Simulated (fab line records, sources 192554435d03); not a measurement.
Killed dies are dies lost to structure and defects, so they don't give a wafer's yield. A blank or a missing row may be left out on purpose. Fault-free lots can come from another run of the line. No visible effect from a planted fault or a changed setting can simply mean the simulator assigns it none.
fab line records + flow n5Finfet
record
- lots=14
- wafers=34
- lastDay=18
route steps=1938 shown BEOL_M5@1177 BEOL_M6@1194
lots with no fault: from the same line, run without faults
startH: the number of hours between the record's first day and the start of the first shown wafer of the lot + waitH: time in hours since the lot's previous step + " the same as in the row above + L1.1+2: a single row standing in for several wafers + - no value present, or no start provided + * or withheld: withheld + < > ~ a bound
route shown NAME@n: NAME is a module with steps in the file, n the number in the route of the first one + usual: average and standard deviation across the fault-free wafers + same: alike in all rows + chamber/n: place in a boat + sites: each site's reading + _std_site: their standard deviation + _edge_site: outer sites' mean less inner sites' + radiusMm: for every site, how far away it sits from the centre of the wafer + mask NAME#n: copy n + behind: tool/chamber where the wafer was last shaped + hold: reason for holding the lot/hours on hold/outcome of the hold + device: the transistor (n, p or np) that didn't switch + end of line: the route-end tests of the same wafers + for a step that has no rows: nothing shown but its recipe + killed: count of dies lost to structure and defects at first sort (not the wafer's yield) + map: a wafer's dies, marking killed ones x, the rest . and places with no die _
set.NAME: the setting the step ran with; set.NAME@STEP: the setting that earlier step ran with + model.NAME: the simulator's own value behind a step, which no gauge read
the route's steps for a sample of lots (tables are steps, rows are wafers)
services: a tool's chamber out of use, with start hour (startH, from the record's first day; less than 0 if before it), hours out, and reason
## steps
# step N5_BEOL_M5_SPUTTER_81
# recipe
- material=Cu
- targetThkA=150
- tempC=-20
- chamberPressurePa=0.07
- powerW=withheld
- timeS=27.62
# usual
- chamberPressurePa=0.06999/0.00014
- throttleValvePct=29.9/0.8
| lot.wafer | tool          | chamber | startH | waitH | chamberPressurePa | throttleValvePct |
|-----------|---------------|---------|--------|-------|-------------------|------------------|
| L134.1    | pvdSputter-01 | -       | 174.88 | 0.5   | 0.07018           | 30.1             |
| L134.4    | "             | -       | "      | "     | 0.06973           | 30.9             |
| L134.6    | "             | -       | "      | "     | 0.06989           | 29.2             |
| L136.5    | pvdSputter-02 | -       | 189.94 | 0.0   | 0.06995           | 28.1             |
| L136.6    | "             | -       | "      | "     | 0.06984           | 30.8             |
| L135.3    | pvdSputter-03 | -       | 193.64 | 0.5   | 0.06983           | 30.8             |
| L135.4    | "             | -       | "      | "     | 0.07008           | 30.2             |
| L135.5    | "             | -       | "      | "     | 0.07001           | 31.0             |
| L139.2    | pvdSputter-01 | -       | 221.58 | 0.5   | 0.07002           | 30.8             |
| L139.5    | "             | -       | "      | "     | 0.07012           | 29.7             |
| L142.3    | pvdSputter-03 | -       | 222.94 | 0.5   | 0.06993           | 29.7             |
| L142.4    | "             | -       | "      | "     | 0.07002           | 30.9             |
| L141.1    | pvdSputter-01 | -       | 228.92 | 0.5   | 0.0699            | 30.0             |
| L141.6    | "             | -       | "      | "     | 0.07008           | 30.1             |
| L143.1    | pvdSputter-03 | -       | 239.34 | 0.5   | 0.06986           | 30.9             |
| L143.4    | "             | -       | "      | "     | 0.06996           | 30.3             |
| L143.6    | "             | -       | "      | "     | 0.06998           | 30.2             |
| L144.1    | pvdSputter-03 | -       | 246.98 | 0.5   | 0.07004           | 30.0             |
| L144.2    | "             | -       | "      | "     | 0.06998           | 29.5             |
| L145.3    | pvdSputter-03 | -       | 251.84 | 0.5   | 0.07003           | 29.3             |
| L145.4    | "             | -       | "      | "     | 0.06989           | 30.8             |
| L145.6    | "             | -       | "      | "     | 0.06999           | 30.8             |
| L146.2    | pvdSputter-01 | -       | 261.76 | 0.5   | 0.07007           | 30.4             |
| L146.4    | "             | -       | "      | "     | 0.07028           | 28.9             |
| L148.4    | pvdSputter-02 | -       | 267.96 | 0.5   | 0.07001           | 30.9             |
| L148.5    | "             | -       | "      | "     | 0.0698            | 30.7             |
| L147.3    | pvdSputter-03 | -       | 273.53 | 6.5   | 0.07016           | 29.6             |
| L147.5    | "             | -       | "      | "     | 0.06992           | 29.5             |
| L149.1    | pvdSputter-02 | -       | 285.89 | 0.5   | 0.07018           | 30.8             |
| L149.2    | "             | -       | "      | "     | 0.06987           | 29.2             |
| L149.3    | "             | -       | "      | "     | 0.06998           | 27.9             |
| L156.2    | pvdSputter-01 | -       | 338.58 | 0.5   | 0.07003           | 29.2             |
| L156.5    | "             | -       | "      | "     | 0.0701            | 29.1             |
| L156.6    | "             | -       | "      | "     | 0.07004           | 29.8             |
# step N5_BEOL_M5_ANNEAL_51
# recipe
- tempC=225
- timeS=90
- ambient=N2
# usual
- wafer_temp_C_max=226.2/0.52
| lot.wafer | tool         | chamber | startH | waitH | wafer_temp_C_max |
|-----------|--------------|---------|--------|-------|------------------|
| L134.1    | rtpAnneal-01 | 0       | 178.42 | 0.1   | 225.7            |
| L134.4    | "            | 0       | "      | "     | 225.8            |
| L134.6    | "            | 0       | "      | "     | 225.6            |
| L136.5    | rtpAnneal-02 | 0       | 193.54 | 0.2   | 226.8            |
| L136.6    | "            | 0       | "      | "     | 227.2            |
| L135.3    | rtpAnneal-02 | 0       | 197.19 | 0.1   | 226.4            |
| L135.4    | "            | 0       | "      | "     | 226.4            |
| L135.5    | "            | 0       | "      | "     | 226.4            |
| L139.2    | rtpAnneal-01 | 0       | 225.08 | 0.1   | 225.5            |
| L139.5    | "            | 0       | "      | "     | 225.9            |
| L142.3    | rtpAnneal-01 | 0       | 226.49 | 0.1   | 225.8            |
| L142.4    | "            | 0       | "      | "     | 225.9            |
| L141.1    | rtpAnneal-01 | 0       | 232.39 | 0.1   | 225.9            |
| L141.6    | "            | 0       | "      | "     | 225.9            |
| L143.1    | rtpAnneal-01 | 0       | 242.80 | 0.1   | 225.9            |
| L143.4    | "            | 0       | "      | "     | 225.6            |
| L143.6    | "            | 0       | "      | "     | 225.4            |
| L144.1    | rtpAnneal-02 | 0       | 250.60 | 0.2   | 226.5            |
| L144.2    | "            | 0       | "      | "     | 226.5            |
| L145.3    | rtpAnneal-02 | 0       | 255.40 | 0.1   | 226.7            |
| L145.4    | "            | 0       | "      | "     | 227.3            |
| L145.6    | "            | 0       | "      | "     | 226.9            |
| L146.2    | rtpAnneal-01 | 0       | 269.55 | 0.1   | 226.1            |
| L146.4    | "            | 0       | "      | "     | 226.0            |
| L148.4    | rtpAnneal-01 | 0       | 271.56 | 0.2   | 226.0            |
| L148.5    | "            | 0       | "      | "     | 225.9            |
| L147.3    | rtpAnneal-01 | 0       | 277.29 | 0.3   | 226.1            |
| L147.5    | "            | 0       | "      | "     | 226.0            |
| L149.1    | rtpAnneal-01 | 0       | 289.35 | 0.1   | 225.4            |
| L149.2    | "            | 0       | "      | "     | 225.7            |
| L149.3    | "            | 0       | "      | "     | 225.9            |
| L156.2    | rtpAnneal-02 | 0       | 342.16 | 0.2   | 226.7            |
| L156.5    | "            | 0       | "      | "     | 227.1            |
| L156.6    | "            | 0       | "      | "     | 226.7            |
# step N5_BEOL_M5_CO_CAP_78
# recipe
- material=Co
- targetThkA=20
- tempC=200
- precursor=CCTBA/H2
- pressureTorr=30
- timeS=102.1
# usual
- chamberPressureTorr=30.00/0.068
- heaterPowerOuterW=120/12
- heaterPowerW=225/14
| lot.wafer | tool     | chamber | startH | waitH | chamberPressureTorr | heaterPowerOuterW | heaterPowerW |
|-----------|----------|---------|--------|-------|---------------------|-------------------|--------------|
| L134.1    | cvdCo-02 | 1       | 179.09 | 0.0   | 29.94               | 128               | 237          |
| L134.4    | "        | 1       | "      | "     | 29.96               | 128               | 240          |
| L134.6    | "        | 0       | "      | "     | 30.03               | 116               | 232          |
| L136.5    | cvdCo-01 | 1       | 194.07 | 0.0   | 30.12               | 113               | 217          |
| L136.6    | "        | 0       | "      | "     | 30.05               | 121               | 217          |
| L135.3    | cvdCo-01 | 1       | 197.83 | 0.0   | 30.08               | 112               | 217          |
| L135.4    | "        | 1       | "      | "     | 30.08               | 110               | 210          |
| L135.5    | "        | 0       | "      | "     | 29.90               | 117               | 216          |
| L139.2    | cvdCo-01 | 2       | 225.72 | 0.0   | 30.00               | 139               | 241          |
| L139.5    | "        | 2       | "      | "     | 29.93               | 142               | 243          |
| L142.3    | cvdCo-02 | 2       | 227.08 | 0.0   | 29.99               | 106               | 210          |
| L142.4    | "        | 2       | "      | "     | 29.93               | 105               | 208          |
| L141.1    | cvdCo-01 | 1       | 233.07 | 0.0   | 30.18               | 108               | 217          |
| L141.6    | "        | 1       | "      | "     | 30.02               | 112               | 220          |
| L143.1    | cvdCo-02 | 1       | 243.47 | 0.0   | 30.01               | 128               | 247          |
| L143.4    | "        | 2       | "      | "     | 30.01               | 107               | 199          |
| L143.6    | "        | 1       | "      | "     | 29.90               | 124               | 241          |
| L144.1    | cvdCo-02 | 1       | 251.27 | 0.0   | 29.99               | 126               | 242          |
| L144.2    | "        | 2       | "      | "     | 30.02               | 110               | 214          |
| L145.3    | cvdCo-01 | 2       | 256.36 | 0.0   | 29.93               | 143               | 232          |
| L145.4    | "        | 1       | "      | "     | 30.03               | 111               | 221          |
| L145.6    | "        | 2       | "      | "     | 29.94               | 140               | 239          |
| L146.2    | cvdCo-02 | 0       | 270.17 | 0.0   | 29.98               | 116               | 231          |
| L146.4    | "        | 0       | "      | "     | 29.91               | 114               | 234          |
| L148.4    | cvdCo-01 | 2       | 272.23 | 0.0   | 30.05               | 141               | 234          |
| L148.5    | "        | 0       | "      | "     | 29.89               | 123               | 219          |
| L147.3    | cvdCo-01 | 0       | 277.87 | 0.0   | -                   | -                 | -            |
| L147.5    | "        | 2       | "      | "     | -                   | -                 | -            |
| L149.1    | cvdCo-01 | 0       | 290.03 | 0.0   | -                   | -                 | -            |
| L149.2    | "        | 1       | "      | "     | -                   | -                 | -            |
| L149.3    | "        | 2       | "      | "     | -                   | -                 | -            |
| L156.2    | cvdCo-02 | 0       | 342.97 | 0.0   | 30.06               | 118               | 230          |
| L156.5    | "        | 0       | "      | "     | 30.10               | 114               | 236          |
| L156.6    | "        | 2       | "      | "     | 30.07               | 107               | 208          |
# step N5_BEOL_M6_ILD_DEP_00
# recipe
- material=SiCOH_lowk
- targetThkA=1797.5
- tempC=300
- precursor=DEMS/porogen
- pressureTorr=5
- rfW=500
- timeS=33.4
# usual
- heaterPowerW=340/76
- showerheadPlenumPTorr=5.753/0.018
- throttleValvePct=13.6/0.41
| lot.wafer | tool     | chamber | startH | waitH | heaterPowerW | showerheadPlenumPTorr | throttleValvePct |
|-----------|----------|---------|--------|-------|--------------|-----------------------|------------------|
| L134.1    | pecvd-04 | 0       | 179.37 | 0.0   | 335          | 5.775                 | 14.0             |
| L134.4    | "        | 1       | "      | "     | 409          | 5.737                 | 13.9             |
| L134.6    | "        | 2       | "      | "     | 413          | 5.782                 | 13.5             |
| L136.5    | pecvd-04 | 2       | 194.30 | 0.1   | 445          | 5.775                 | 13.6             |
| L136.6    | "        | 0       | "      | "     | 331          | 5.733                 | 14.0             |
| L135.3    | pecvd-04 | 0       | 198.08 | 0.0   | 307          | 5.751                 | 14.0             |
| L135.4    | "        | 0       | "      | "     | 313          | 5.748                 | 13.9             |
| L135.5    | "        | 1       | "      | "     | 380          | 5.737                 | 13.7             |
| L139.2    | pecvd-04 | 2       | 226.00 | 0.0   | 484          | 5.784                 | 13.2             |
| L139.5    | "        | 2       | "      | "     | 479          | 5.783                 | 13.5             |
| L142.3    | pecvd-04 | 2       | 227.33 | 0.0   | 473          | 5.794                 | 13.6             |
| L142.4    | "        | 2       | "      | "     | 480          | 5.787                 | 13.5             |
| L141.1    | pecvd-01 | 2       | 233.32 | 0.0   | 257          | 5.743                 | 12.5             |
| L141.6    | "        | 1       | "      | "     | 237          | 5.732                 | 13.4             |
| L143.1    | pecvd-04 | 2       | 243.72 | 0.0   | 440          | 5.786                 | 13.6             |
| L143.4    | "        | 1       | "      | "     | 408          | 5.760                 | 13.6             |
| L143.6    | "        | 2       | "      | "     | 456          | 5.772                 | 13.4             |
| L144.1    | pecvd-01 | 2       | 251.51 | 0.0   | 321          | 5.756                 | 12.8             |
| L144.2    | "        | 0       | "      | "     | 399          | 5.756                 | 13.4             |
| L145.3    | pecvd-03 | 1       | 256.61 | 0.0   | 273          | 5.741                 | 14.3             |
| L145.4    | "        | 1       | "      | "     | 280          | 5.747                 | 14.5             |
| L145.6    | "        | 2       | "      | "     | 252          | 5.744                 | 13.2             |
| L146.2    | pecvd-01 | 2       | 270.42 | 0.0   | 319          | 5.767                 | 13.0             |
| L146.4    | "        | 0       | "      | "     | 339          | 5.755                 | 13.8             |
| L148.4    | pecvd-04 | 0       | 272.48 | 0.1   | 294          | 5.758                 | 14.0             |
| L148.5    | "        | 2       | "      | "     | 465          | 5.777                 | 13.5             |
| L147.3    | pecvd-01 | 2       | 278.11 | 0.0   | 321          | 5.760                 | 12.9             |
| L147.5    | "        | 0       | "      | "     | 333          | 5.768                 | 13.8             |
| L149.1    | pecvd-04 | 2       | 290.27 | 0.0   | 481          | 5.794                 | 14.0             |
| L149.2    | "        | 0       | "      | "     | 335          | 5.745                 | 13.8             |
| L149.3    | "        | 1       | "      | "     | 409          | 5.738                 | 13.8             |
| L156.2    | pecvd-04 | 1       | 343.29 | 0.0   | 407          | 5.741                 | 13.7             |
| L156.5    | "        | 0       | "      | "     | 318          | 5.768                 | 13.8             |
| L156.6    | "        | 2       | "      | "     | 448          | 5.801                 | 13.5             |
## services
| tool          | chamber | startH | hours | kind                         |
|---------------|---------|--------|-------|------------------------------|
| cvdCo-02      | 2       | 161.91 | 7.8   | repair                       |
| pecvd-04      | 0       | 174.90 | 2.1   | scheduledDown                |
| pecvd-01      | 0       | 175.57 | 5.5   | scheduledDown                |
| pecvd-04      | -       | 182.39 | 1.5   | repair                       |
| pecvd-04      | 1       | 188.20 | 4.6   | repair                       |
| pecvd-01      | -       | 188.36 | 0.8   | repair                       |
| cvdCo-02      | 1       | 191.08 | 4.8   | repair                       |
| pecvd-04      | 1       | 194.61 | 2.1   | scheduledDown                |
| cvdCo-02      | -       | 199.26 | 2.8   | pm                           |
| pecvd-01      | 2       | 202.38 | -     | clean                        |
| pecvd-01      | 2       | 202.38 | -     | consumableReplace:showerhead |
| cvdCo-01      | 0       | 207.82 | 6.1   | repair                       |
| pecvd-01      | -       | 242.73 | 2.0   | repair                       |
| pecvd-01      | 1       | 268.27 | 3.6   | repair                       |
| pvdSputter-02 | -       | 305.99 | 6.3   | repair                       |
| cvdCo-02      | -       | 310.81 | 0.7   | repair                       |
| pecvd-01      | 2       | 314.61 | 4.8   | repair                       |
| pecvd-04      | 0       | 328.05 | 5.5   | scheduledDown                |
| cvdCo-02      | 1       | 333.33 | -     | clean                        |
| cvdCo-02      | 1       | 333.33 | 22.0  | scheduledDown                |
| cvdCo-02      | 1       | 333.33 | 22.0  | ventCycle                    |
| cvdCo-02      | -       | 335.18 | 0.3   | repair                       |
| pecvd-01      | -       | 337.11 | 14.6  | pm                           |
| cvdCo-01      | 0       | 337.24 | 13.4  | repair                       |
## key
firstSign
- step=N5_BEOL_M5_CO_CAP_78
- reading=toolRecord
- direction=missing
effect none on later readings
metAt N5_BEOL_M5_CO_CAP_78
struckLots L147,L149
notActingAt N5_BEOL_M5_SPUTTER_81,N5_BEOL_M5_ANNEAL_51,N5_BEOL_M6_ILD_DEP_00
onsetBetween 272.23 277.87
fault
- kind=skippedStepWhole
- tool=cvdCo-01
- chamber=-
- onsetH=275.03
- steps=N5_BEOL_M5_CO_CAP_78
- scope=struckLotsOnly
